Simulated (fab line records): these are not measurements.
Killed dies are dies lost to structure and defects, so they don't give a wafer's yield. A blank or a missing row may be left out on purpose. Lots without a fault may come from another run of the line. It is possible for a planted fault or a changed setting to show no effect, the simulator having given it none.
Comparing a struck lot with a sound one / flow nand harc / 20 out of 1302 route steps
Sound: these wafers, L678.2, L678.3, L678.6. Wafers struck: L668.1, L668.4, L668.6. Last of all comes the cause.
Each step with rows lists, per side, the tool, then ch with its chambers, then its first start. Under that, the readings that differ: sound wafers / struck wafers / difference of the means / sigmas: that difference in standard deviations of wafers without a fault.
alike: readings with means less than 2 such deviations apart, plus words and numbers identical on both sides. not compared: withheld readings, readings lacking a value on some wafer, bounds such as >300 that could conceal the same value, and numbers that have no deviation in the record and whose values overlap.
The two part at a step that has a row with sigmas, a row that says differs or no value, or rows on one side only. Non-overlapping numbers with no deviation appear without sigmas and do not part them. A reading that every wafer of one side lacks parts them only if that side has two wafers or more.

NHARC_A_ZERO_WELL_DESCUM_12: chemistry O2, time 3 s.
  sound on rie diel-06 ch 0,1, day 15 05:35; struck on rie diel-01 ch 1,3, day 11 08:20
  alike: drypump motor current A, oes product au, rf vpp V, showerhead plenum p Torr, throttle valve pct
  not compared: rf hours counter h
NHARC_A_ZERO_WELL_ETCH_19: etches the open film in N2/H2, target depth 80 nm, overetch 24 nm, time 87.88 s.
  sound on rie diel-06 ch 1,2, day 15 05:40; struck on rie diel-01 ch 0,3, day 11 08:26
  alike: drypump motor current A, oes product au, rf vpp V, showerhead plenum p Torr, throttle valve pct
  not compared: rf hours counter h
NHARC_A_ZERO_WELL_ETCH_13: etches the open film in HBr/Cl2, target depth 120 nm, time 40.1 s.
  sound on rie si-06 ch 0,2, day 15 05:47; struck on rie si-03 ch 2,3, day 11 08:33
  alike: drypump motor current A, oes product au, throttle valve pct
  not compared: rf hours counter h
then, 4 steps without rows for these wafers: NHARC_A_ZERO_WELL_STRIP_14 (strips in SPM, time 900 s); NHARC_A_ZERO_WELL_IMPLANT_15; NHARC_A_ZERO_WELL_PRECLEAN_22 (cleans in SC1, time 60 s); NHARC_A_ZERO_WELL_SRD_23.
NHARC_A_ZERO_WELL_RTA_16: time 10 s.
  sound on rtp anneal-02 ch 0, day 15 06:43; struck on rtp anneal-02 ch 0, day 11 09:26
  alike: lamp power pct, lamp_zone_2_pct, wafer_temp_C_max
NHARC_A_ZERO_WELL_INSPECT_17:
  struck on defect inspect-01, day 11 09:38; sound on defect inspect-02, day 15 06:53
  alike: raw defect count
then, 2 steps without rows for these wafers: NHARC_A_SOURCE_PLATE_PRECLEAN_00 (cleans in HF-LAST, time 60 s); NHARC_A_SOURCE_PLATE_SRD_01.
NHARC_A_SOURCE_PLATE_OXIDE_02: material SiO2, target thk 10 nm, ox time 1362 s.
  sound on furnace-04 ch 0, day 15 11:15; struck on furnace-04 ch 0, day 11 14:10
  alike: spike tc top C
NHARC_A_SOURCE_PLATE_THK_MEAS_09: measures by ellipsometry.
  struck on film metro-02, day 11 18:14; sound on film metro-01, day 15 15:19
  alike: thk nm
then, 3 steps without rows for these wafers: NHARC_A_SOURCE_PLATE_PVD_04 (deposits WSi2, target thk 50 nm); NHARC_A_SOURCE_PLATE_CVD_03 (deposits poly-Si, target thk 200 nm, time 4000 s); NHARC_A_SOURCE_PLATE_ANNEAL_05 (time 1800 s).
NHARC_A_SOURCE_PLATE_THK_MEAS_06: measures by ellipsometry.
  struck on film metro-01, day 12 07:11; sound on film metro-01, day 16 05:28
  alike: thk nm
NHARC_A_SOURCE_PLATE_INSPECT_08:
  struck on defect inspect-02, day 12 07:15; sound on defect inspect-02, day 16 05:34
reading=raw defect count; sound=46 35 22; struck=569 581 554; difference=+534; sigmas=+23
following that, 1 step holds no rows for these wafers, namely NHARC_A_ONON_D1_DEP_00 (target thickness 1000 nm).
-- the record jumps here: 17 days lie between the struck wafers' starts before and after (it left off in module A_ONON_D1 and takes up again in module END, whose first step shown is number 1302 of the route) --
NHARC_END_SORT_01:
  at this point the record logs the struck wafers (prober-01 ch 0, day 29 02:28) and has no rows for the sound ones

WHERE THEY PART
At NHARC_A_SOURCE_PLATE_INSPECT_08 first; at NHARC_END_SORT_01 last (within this record only).

WHY: what the simulator had put in
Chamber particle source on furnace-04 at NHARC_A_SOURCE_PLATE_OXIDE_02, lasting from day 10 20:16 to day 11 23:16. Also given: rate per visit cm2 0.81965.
